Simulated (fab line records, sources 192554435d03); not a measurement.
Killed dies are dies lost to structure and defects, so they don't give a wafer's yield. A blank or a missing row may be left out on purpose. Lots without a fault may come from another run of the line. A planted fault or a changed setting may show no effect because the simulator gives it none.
fab line records | flow n5_finfet
record lots=6 wafers=16 last_day=19
route steps=1938 shown BEOL_M0@719 BEOL_M4@1111 PASSIVATION@1936
lots that met no fault: from a run of the same line without faults
start_h: hours from the record's first day to the start of the lot's first wafer shown | wait_h: hours since the lot's step before | " the same as in the row above | L1.1+2: a row that stands for several wafers | - no value, or no start given | * or withheld: withheld | < > ~ a bound
route shown NAME@n: a module of which the file shows steps, and the number in the route of the first | usual: mean/standard deviation of fault-free wafers | same: alike in all rows | chamber/n: place in a boat | sites: the reading at each site | _std_site: their standard deviation | _edge_site: outer sites' mean less inner sites' | radius_mm: how far each site lies from the wafer's centre | mask NAME#n: copy n | behind: the tool/chamber that last shaped the wafer | hold: why the lot was held/for how many hours/how that ended | device: the transistor (n, p or np) that didn't switch | end of line: the same wafers' tests at the end of the route | a step without rows: its recipe alone | killed: dies lost to structure and defects at the first sort, not the wafer's yield | map: a wafer's dies, x killed, . not, _ none there
set.NAME: the setting as run; set.NAME@STEP: as run at that earlier step | model.NAME: the simulator's own value behind a step, which no gauge read
lots at some steps of the route; a table a step, a row a wafer
services: from which hour (start_h, from the record's first day; less than 0 if before it) a tool's chamber was out of use, for how many hours, and why
## steps
# step N5_BEOL_M0_WET_ETCH_106
# recipe chemistry=DHF dilution=10:1 temp_c=25 target=SiO2 target_depth_a=1300 dry=ipa_marangoni rinse_time_s=30 rinse_temp_c=23
# step N5_BEOL_M0_ETCH_128
# recipe chemistry=CF4/N2 target_depth_a=120 overetch_a=51 target=SiCN time_s=21.4 ion_energy_ev=150 pressure_mtorr=40 source_w=430 bias_w=70 Ar_flow_sccm=100 cf4_flow_sccm=60 n2_flow_sccm=60
# step N5_BEOL_M0_TRENCH_ETCH_107
# recipe chemistry=C4F6/O2 target_depth_a=328 target=SiOC time_s=16.4 ion_energy_ev=250 pressure_mtorr=30 source_w=355 bias_w=185 Ar_flow_sccm=300 C4F6_flow_sccm=10 O2_flow_sccm=10
# step N5_BEOL_M0_STRIP_142
# recipe chemistry=N2/H2 time_s=10 power_w=450 temp_c=40 pressure_mtorr=20 rf_frequency_hz=6e+07 bias_power_w=7 n2_flow_sccm=200 h2_flow_sccm=200
# usual drypump_motor_current_A=5.8/0.54 oes_product_au=0.79/0.082 rf_vpp_V=59.4/0.83 showerhead_plenum_p_Torr=2.59/0.084 throttle_valve_pct=23.57/0.3
# same time_s=10
# columns lot.wafer tool chamber start_h wait_h drypump_motor_current_A oes_product_au rf_hours_counter_h rf_vpp_V showerhead_plenum_p_Torr throttle_valve_pct
L514.1 rie_diel-02 2 142.14 0.0 6.1 0.71 237 56.9 2.40 23.86
L514.3 " 0 " " 6.2 0.74 169 58.3 2.63 23.59
L514.5 " 3 " " 5.8 0.84 - 59.5 2.68 23.93
L517.1 rie_diel-05 1 152.77 0.0 4.9 0.89 37 58.0 2.47 23.15
L517.2 " 3 " " 6.4 0.72 178 59.2 2.62 23.56
L517.4 " 2 " " 5.9 0.71 216 61.7 2.62 23.30
L525.1 rie_diel-03 0 197.49 0.0 6.4 0.93 10 60.1 2.59 23.38
L525.6 " 0 " " 6.4 0.93 - 59.6 2.59 23.38
L524.5 rie_diel-02 0 197.56 0.0 6.2 0.72 - 58.5 2.63 23.63
L524.6 " 3 " " 5.8 0.83 - 58.0 2.67 23.94
L529.2 rie_diel-05 2 225.10 0.0 5.9 0.68 245 60.4 2.60 23.32
L529.3 " 1 " " 4.9 0.84 67 59.0 2.46 23.19
L529.4 " 3 " " 6.4 0.70 - 58.8 2.61 23.60
L534.1 rie_diel-02 2 256.58 0.0 6.1 0.90 17 59.0 2.70 23.52
L534.4 " 0 " " 6.2 0.69 207 60.5 2.62 23.64
L534.6 " 2 " " 6.1 0.91 - 60.1 2.70 23.52
# step N5_BEOL_M0_OCD_MEAS_108
# usual trench_depth_nm=32.7/0.46
# columns lot.wafer tool chamber start_h wait_h trench_depth_nm
L514.1 ocd-02 - 142.22 0.1 32.5
L514.3 " - " " 32.4
L514.5 " - " " 33.1
L517.1 ocd-02 - 152.85 0.1 32.3
L517.2 " - " " 32.1
L517.4 " - " " 31.5
L525.1 ocd-02 - 197.57 0.1 33.3
L525.6 " - " " 32.9
L524.5 ocd-02 - 197.62 0.0 32.3
L524.6 " - " " 32.8
L529.2 ocd-02 - 225.19 0.1 32.3
L529.3 " - " " 32.4
L529.4 " - " " 32.5
L534.1 ocd-01 - 256.66 0.1 32.9
L534.4 " - " " 32.6
L534.6 " - " " 33.1
# step N5_BEOL_M0_HM_STRIP_129
# recipe chemistry=peroxide_tin_strip material=TiN target_depth_a=170 temp_c=50 time_s=108
# step N5_BEOL_M0_SRD_130
# recipe time_s=30 temp_c=23 rinse_liquid=diw dry=ipa_marangoni
# step N5_BEOL_M0_ETCH_109
# recipe chemistry=CH3F/O2 target_depth_a=80 overetch_a=24 target=SiCN time_s=27.4 ion_energy_ev=120 pressure_mtorr=30 source_w=395 bias_w=75 Ar_flow_sccm=150 CH3F_flow_sccm=30 O2_flow_sccm=20
# usual drypump_motor_current_A=5.9/0.53 oes_product_au=0.68/0.067 rf_vpp_V=298.2/1.6 showerhead_plenum_p_Torr=2.05/0.061 throttle_valve_pct=16.29/0.18
# same time_s=27.4
# columns lot.wafer tool chamber start_h wait_h drypump_motor_current_A oes_product_au rf_hours_counter_h rf_vpp_V showerhead_plenum_p_Torr throttle_valve_pct
L514.1 rie_diel-05 3 142.51 0.1 6.4 0.62 175 299.6 2.07 16.48
L514.3 " 1 " " 4.9 0.76 33 296.8 1.96 16.09
L514.5 " 2 " " 6.0 0.61 - 298.6 2.06 16.14
L517.1 rie_diel-05 0 152.96 0.0 5.7 0.64 119 299.6 2.09 16.41
L517.2 " 1 " " 4.9 0.75 37 296.6 1.96 16.10
L517.4 " 2 " " 5.9 0.60 216 298.1 2.06 16.15
L525.1 rie_diel-03 1 197.68 0.0 6.7 0.63 183 300.3 2.07 16.05
L525.6 " 3 " " 6.1 0.64 - 295.8 1.99 16.38
L524.5 rie_diel-03 1 197.80 0.1 6.7 0.64 - 299.4 2.07 16.06
L524.6 " 2 " " 5.8 0.76 - 300.3 2.12 16.39
L529.2 rie_diel-05 2 225.59 0.3 5.9 0.60 246 298.1 2.05 16.21
L529.3 " 1 " " 4.9 0.73 67 295.9 1.95 16.14
L529.4 " 2 " " 5.9 0.60 - 299.5 2.05 16.20
L534.1 rie_diel-05 1 256.77 0.0 4.9 0.71 79 294.4 1.95 16.17
L534.4 " 1 " " 4.9 0.71 - 297.5 1.95 16.16
L534.6 " 0 " " 5.7 0.62 - 299.1 2.08 16.49
# step N5_BEOL_M0_STRIP_139
# recipe chemistry=post_etch_residue_remover time_s=60 temp_c=25 remover_ph=withheld remover_water_wt_pct=withheld remover_fluoride_wt_pct=withheld
# step N5_BEOL_M0_SRD_111
# recipe time_s=30 temp_c=23 rinse_liquid=diw dry=ipa_marangoni
# step N5_BEOL_M0_DEGAS_112
# recipe ambient=vacuum temp_c=250 time_s=60
# usual heater_power_w=325/17
# same time_s=60
# columns lot.wafer tool chamber start_h wait_h heater_power_w
L514.1 pvd_sputter-01 - 142.68 0.0 337
L514.3 " - " " 284
L514.5 " - " " 338
L517.1 pvd_sputter-01 - 153.56 0.5 312
L517.2 " - " " 336
L517.4 " - " " 338
L524.5 pvd_sputter-03 - 198.14 0.2 318
L524.6 " - " " 319
L525.1 pvd_sputter-02 - 198.69 0.1 324
L525.6 " - " " 317
L529.2 pvd_sputter-02 - 225.88 0.1 312
L529.3 " - " " 343
L529.4 " - " " 326
L534.1 pvd_sputter-02 - 257.72 0.8 351
L534.4 " - " " 339
L534.6 " - " " 335
# step N5_BEOL_M0_PRE_CLEAN_113
# recipe gas=H2/He time_s=30 temp_c=250
# usual heater_power_w=325/17
# same time_s=30
# columns lot.wafer tool chamber start_h wait_h heater_power_w
L514.1 pvd_sputter-01 - 142.72 0.0 336
L514.3 " - " " 284
L514.5 " - " " 336
L517.1 pvd_sputter-01 - 153.61 0.0 314
L517.2 " - " " 330
L517.4 " - " " 338
L524.5 pvd_sputter-03 - 198.18 0.0 320
L524.6 " - " " 332
L525.1 pvd_sputter-02 - 198.73 0.0 330
L525.6 " - " " 314
L529.2 pvd_sputter-02 - 225.92 0.0 320
L529.3 " - " " 355
L529.4 " - " " 319
L534.1 pvd_sputter-02 - 257.76 0.0 345
L534.4 " - " " 330
L534.6 " - " " 330
# step N5_BEOL_M0_ALD_136
# recipe material=TaN target_thk_a=* temp_c=275 ald_precursor_family=PDMAT ald_co_reactant=NH3 pressure_torr=3 carrier_flow_sccm=1500 pulse_time_s=2 purge_time_s=3 co_reactant_purge_time_s=2 co_reactant_pulse_time_s=3 ald_cycles=30 precursor_vessel_temp_c=75 precursor_vessel_pressure_torr=26.25 precursor_vessel_carrier_sccm=1000
# usual chamber_pressure_Torr=3.000/0.007 co_reactant_pulse_time_s=3/0 heater_power_w=423/78 precursor_vessel_carrier_sccm=999.8/2.9
# columns lot.wafer tool chamber start_h wait_h chamber_pressure_Torr co_reactant_pulse_time_s heater_power_w precursor_vessel_carrier_sccm
L514.1 ald_metal-01 3 143.01 0.3 2.991 3 356 998.0
L514.3 " 2 " " 3.001 3 423 999.7
L514.5 " 2 " " 3.005 3 432 998.7
L517.1 ald_metal-01 0 153.75 0.1 2.995 3 441 998.8
L517.2 " 3 " " 3.002 3 344 997.9
L517.4 " 0 " " 3.003 3 441 997.8
L524.5 ald_metal-01 3 198.33 0.1 2.995 3 337 1004.5
L524.6 " 2 " " 2.999 3.6315 426 998.6
L525.1 ald_metal-01 1 198.81 0.1 2.996 3.6315 379 1002.5
L525.6 " 0 " " 2.992 3.6315 432 998.0
L529.2 ald_metal-02 2 226.08 0.1 3.002 3 637 996.1
L529.3 " 3 " " 3.009 3 324 1001.7
L529.4 " 0 " " 3.002 3 383 1000.8
L534.1 ald_metal-02 0 258.03 0.2 2.999 3 383 998.4
L534.4 " 3 " " 2.992 3 325 999.0
L534.6 " 0 " " 2.998 3 380 998.4
# step N5_BEOL_M0_SURFACE_TREAT_137
# recipe gas=Ar time_s=* ion_energy_ev=* ion_current_ma_cm2=0.5 pressure_mtorr=* ar_flow_sccm=30
# usual throttle_valve_pct=*
# same time_s=*
# columns lot.wafer tool chamber start_h wait_h throttle_valve_pct
L514.1 pvd_sputter-03 - 144.52 1.4 *
L514.3 " - " " *
L514.5 " - " " *
L517.1 pvd_sputter-02 - 154.04 0.2 *
L517.2 " - " " *
L517.4 " - " " *
L524.5 pvd_sputter-02 - 198.49 0.1 *
L524.6 " - " " *
L525.1 pvd_sputter-02 - 199.09 0.2 *
L525.6 " - " " *
L529.2 pvd_sputter-02 - 226.66 0.5 *
L529.3 " - " " *
L529.4 " - " " *
L534.1 pvd_sputter-03 - 258.32 0.2 *
L534.4 " - " " *
L534.6 " - " " *
# step N5_BEOL_M4_RC_MEAS_101
# usual DIBL_N=36.4/1.4 DIBL_P=36.4/1.5 IOFF_N=0.156/0.022 IOFF_P=0.210/0.023 ION_N=675/9.1 ION_P=463/5.7 SS_N=71.6/0.45 SS_P=73.3/0.56 VT_N=250/3.1 VT_P=-250.3/2.3
# columns lot.wafer tool chamber start_h wait_h DIBL_N[mV/V] DIBL_P[mV/V] IOFF_N[nA/um] IOFF_P[nA/um] ION_N[uA/um] ION_P[uA/um] SS_N[mV/dec] SS_P[mV/dec] VT_N[mV] VT_P[mV]
L514.1 prober-01 0 204.19 0.0 37.2 37.6 0.194 0.225 688 466 72.1 74.0 247 -251.5
L514.3 " 0 " " 36.7 36.4 0.174 0.203 679 461 70.8 74.3 250 -254.5
L514.5 " 0 " " 35.7 34.7 0.153 0.184 674 454 71.7 73.2 248 -252.9
L517.1 prober-02 0 229.14 0.0 37.9 36.2 0.180 0.247 684 470 72.6 73.3 247 -248.2
L517.2 " 0 " " 37.3 34.4 0.163 0.216 680 467 71.3 73.3 251 -248.5
L517.4 " 0 " " 35.8 32.9 0.134 0.194 671 466 71.1 73.5 251 -248.8
L524.5 prober-01 0 275.63 0.6 38.7 35.2 0.155 0.214 676 465 71.2 73.6 250 -249.4
L524.6 " 0 " " 38.8 34.6 0.149 0.202 658 452 71.9 73.3 254 -249.9
L525.1 prober-02 0 278.02 0.0 36.2 38.0 0.166 0.225 677 464 72.2 74.2 247 -250.1
L525.6 " 0 " " 35.5 36.2 0.135 0.196 669 458 71.6 73.6 254 -253.3
L529.2 prober-02 0 306.25 0.2 38.1 36.5 0.167 0.231 679 466 71.3 73.3 251 -248.7
L529.3 " 0 " " 36.9 35.3 0.149 0.216 675 465 71.3 72.9 251 -249.1
L529.4 " 0 " " 36.9 35.2 0.148 0.219 671 469 71.4 72.7 254 -251.0
L534.1 prober-02 0 342.18 0.0 34.4 34.2 0.117 0.185 655 450 71.2 72.3 256 -249.0
L534.4 " 0 " " 34.6 35.9 0.135 0.201 662 464 71.7 73.5 251 -250.3
L534.6 " 0 " " 35.1 35.6 0.128 0.197 657 463 71.3 73.3 256 -251.1
# step N5_PASSIVATION_PROBE_49
# usual defect_limited_yield=91.5/1.3 killed_at_M0_to_M3=33/10 killed_at_M4_up=13/4 killed_at_contacts=12/6.3 killed_at_front_end=39/11 killed_at_other=3.4/2.6 killed_dies=100/15 killed_on_rim=13/4 killed_open=65/11 killed_short=34/7.8 sort_bin_5_function=5.0/0.89 sort_bin_6_memory=3.2/0.58 sort_n_pass=1080/15 sort_yield_pct=91.5/1.3
# same gross_dies=1180 killed_at_back_side=0 sort_bin_4_leakage[%]=0 sort_bin_8_speed[%]=0
# columns lot.wafer tool chamber start_h wait_h defect_limited_yield[%] killed_at_M0_to_M3 killed_at_M4_up killed_at_contacts killed_at_front_end killed_at_other killed_dies killed_on_rim killed_open killed_short sort_bin_5_function[%] sort_bin_6_memory[%] sort_n_pass sort_yield_pct[%]
L514.1 prober-01 - 312.83 0.0 93.9 19 11 7 32 3 72 12 43 28 3.4 2.5 1108 93.9
L514.3 prober-01 - 312.93 0.1 91.8 32 21 8 33 3 97 14 52 36 5.0 2.4 1083 91.8
L514.5 prober-01 - 313.03 0.2 92.6 14 17 12 39 5 87 8 58 24 4.3 2.5 1093 92.6
L517.1 prober-01 - 342.10 0.0 91.4 37 10 12 39 3 101 10 74 27 4.7 3.6 1079 91.4
L517.2 prober-01 - 342.15 0.1 93.2 26 12 5 35 2 80 9 55 24 4.1 2.5 1100 93.2
L517.4 prober-01 - 342.25 0.2 91.9 21 15 6 51 2 95 12 65 30 4.7 3.3 1085 91.9
L524.5 prober-01 - 389.34 0.2 92.0 29 11 8 43 3 94 13 70 23 4.7 3.1 1086 92.0
L524.6 prober-01 - 389.39 0.3 91.9 28 12 3 49 3 95 14 66 28 4.1 3.6 1085 91.9
L534.1 prober-01 - 444.97 0.0 91.4 26 11 8 54 3 102 13 71 30 4.7 3.4 1078 91.4
L534.4 prober-01 - 445.12 0.2 93.6 26 10 16 19 5 76 11 50 26 3.6 2.6 1104 93.6
L534.6 prober-01 - 445.22 0.3 92.5 28 2 19 31 8 88 10 56 31 4.5 2.8 1092 92.5
# killed by level:class
L514.1 GATE_CUT:geometric_particle:short=8 BEOL_M2:geometric_particle:open=6 BEOL_M4:geometric_particle:open=6 STI_FIN_REVEAL:geometric_particle:open=5 MOL_CONTACT_COAG:geometric_particle:open=5 DUMMY_GATE:geometric_particle:open=4 FIN_SAQP:geometric_particle:short=3 FIN_SAQP:geometric_particle:open=3
L514.3 BEOL_M1:geometric_particle:open=10 FIN_SAQP:geometric_particle:short=9 MOL_CONTACT_COAG:geometric_particle:open=7 BEOL_M0_SAQP:geometric_particle:short=7 BEOL_M4:geometric_particle:open=7 BEOL_M5:geometric_particle:open=6 BEOL_M2:geometric_particle:open=5 SDB:coat_microbubble_printed=5
L514.5 BEOL_M4:geometric_particle:open=12 FIN_SAQP:geometric_particle:open=10 MOL_CONTACT_COAG:geometric_particle:open=10 FIN_SAQP:geometric_particle:short=6 BEOL_M1:geometric_particle:open=5 STARTING-WAFER:geometric_particle:open=5 HKMG_FIN:area_etch=4 STI_FIN_REVEAL:geometric_particle:open=3
L517.1 BEOL_M2:geometric_particle:open=12 MOL_CONTACT_COAG:geometric_particle:open=11 BEOL_M1:geometric_particle:open=11 FIN_SAQP:geometric_particle:open=9 STI_FIN_REVEAL:geometric_particle:open=9 FIN_SAQP:geometric_particle:short=8 BEOL_M0_SAQP:geometric_particle:short=4 BEOL_M3:geometric_particle:open=4
L517.2 STI_FIN_REVEAL:geometric_particle:open=9 FIN_SAQP:geometric_particle:short=7 BEOL_M3:geometric_particle:open=7 BEOL_M2:geometric_particle:open=6 BEOL_M4:geometric_particle:open=6 FIN_SAQP:geometric_particle:open=4 GATE_CUT:geometric_particle:short=4 MOL_CONTACT_COAG:geometric_particle:open=4
L517.4 FIN_SAQP:geometric_particle:open=17 FIN_SAQP:geometric_particle:short=14 STI_FIN_REVEAL:geometric_particle:open=9 MOL_CONTACT_COAG:geometric_particle:open=6 BEOL_M0_SAQP:geometric_particle:open=4 BEOL_M1:geometric_particle:open=4 BEOL_M3:geometric_particle:open=4 BEOL_M4:geometric_particle:open=4
L524.5 FIN_SAQP:geometric_particle:open=12 BEOL_M3:geometric_particle:open=8 FIN_SAQP:geometric_particle:short=6 STI_FIN_REVEAL:geometric_particle:open=6 BEOL_M0_SAQP:geometric_particle:open=6 BEOL_M0_SAQP:geometric_particle:short=5 MOL_CONTACT_COAG:geometric_particle:open=5 STARTING-WAFER:geometric_particle:open=5
L524.6 STI_FIN_REVEAL:geometric_particle:open=18 BEOL_M1:geometric_particle:open=8 FIN_SAQP:geometric_particle:open=7 FIN_SAQP:geometric_particle:short=7 BEOL_M2:geometric_particle:open=5 BEOL_M0_SAQP:geometric_particle:short=4 GATE_CUT:geometric_particle:short=3 BEOL_M0:geometric_particle:open=3
L534.1 FIN_SAQP:geometric_particle:open=19 FIN_SAQP:geometric_particle:short=11 BEOL_M2:geometric_particle:open=9 MOL_CONTACT_COAG:geometric_particle:open=7 ILD0:geometric_particle:open=5 STARTING-WAFER:geometric_particle:open=5 BEOL_M0_SAQP:geometric_particle:open=4 BEOL_M1:geometric_particle:open=4
L534.4 MOL_CONTACT_COAG:geometric_particle:open=14 BEOL_M2:geometric_particle:open=12 BEOL_M0_SAQP:geometric_particle:short=6 FIN_SAQP:geometric_particle:short=4 BEOL_M4:geometric_particle:open=4 STI_FIN_REVEAL:geometric_particle:open=3 GATE_CUT:geometric_particle:short=3 BEOL_M0_SAQP:geometric_particle:open=3
L534.6 MOL_CONTACT_COAG:geometric_particle:open=15 BEOL_M2:geometric_particle:open=12 FIN_SAQP:geometric_particle:short=7 DUMMY_GATE:geometric_particle:open=7 BEOL_M0_SAQP:geometric_particle:open=5 FIN_SAQP:geometric_particle:open=4 MOL_CONTACT_COAG:geometric_particle:short=4 MIM_BOT:geometric_particle:short=4
## services
# columns tool chamber start_h hours kind
rie_diel-02 3 127.94 2.0 repair
rie_diel-03 0 136.43 - clean
rie_diel-03 0 136.43 - consumable_replace:focus_ring
rie_diel-03 0 136.43 34.1 scheduled_down
pvd_sputter-01 - 139.40 1.8 repair
ald_metal-01 - 148.22 1.2 pm
ald_metal-01 2 151.27 28.5 repair
ald_metal-02 2 155.50 3.8 repair
pvd_sputter-02 - 186.11 7.3 repair
rie_diel-02 2 187.65 - clean
rie_diel-02 2 187.65 - consumable_replace:focus_ring
rie_diel-02 2 187.65 - consumable_replace:showerhead
rie_diel-02 2 187.65 18.9 scheduled_down
rie_diel-02 2 187.65 18.9 vent_cycle
ald_metal-02 0 189.12 17.4 repair
rie_diel-05 3 191.40 1.4 repair
rie_diel-03 1 222.81 2.7 repair
rie_diel-02 0 236.29 1.6 repair
rie_diel-05 2 248.47 1.5 repair
rie_diel-05 2 250.18 - clean
rie_diel-05 2 250.18 - consumable_replace:focus_ring
rie_diel-05 2 250.18 13.4 scheduled_down
rie_diel-05 2 250.18 13.4 vent_cycle
rie_diel-03 0 253.76 5.9 repair
## key
first_sign step=N5_BEOL_M0_ALD_136 reading=co_reactant_pulse_time_s direction=up sigmas=99+ usual=* struck=*
effect none on later readings
met_at N5_BEOL_M0_ALD_136
struck_wafers L524.6,L525.1,L525.6
onset_between 153.75 198.33
fault kind=process_parameter_drift tool=ald_metal-01 chamber=- onset_h=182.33 steps=N5_BEOL_M0_ALD_136 channel=co_reactant_pulse_time_s offset=* shape=step end_h=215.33 scope=struck_wafers_only acts_in=* stated=*
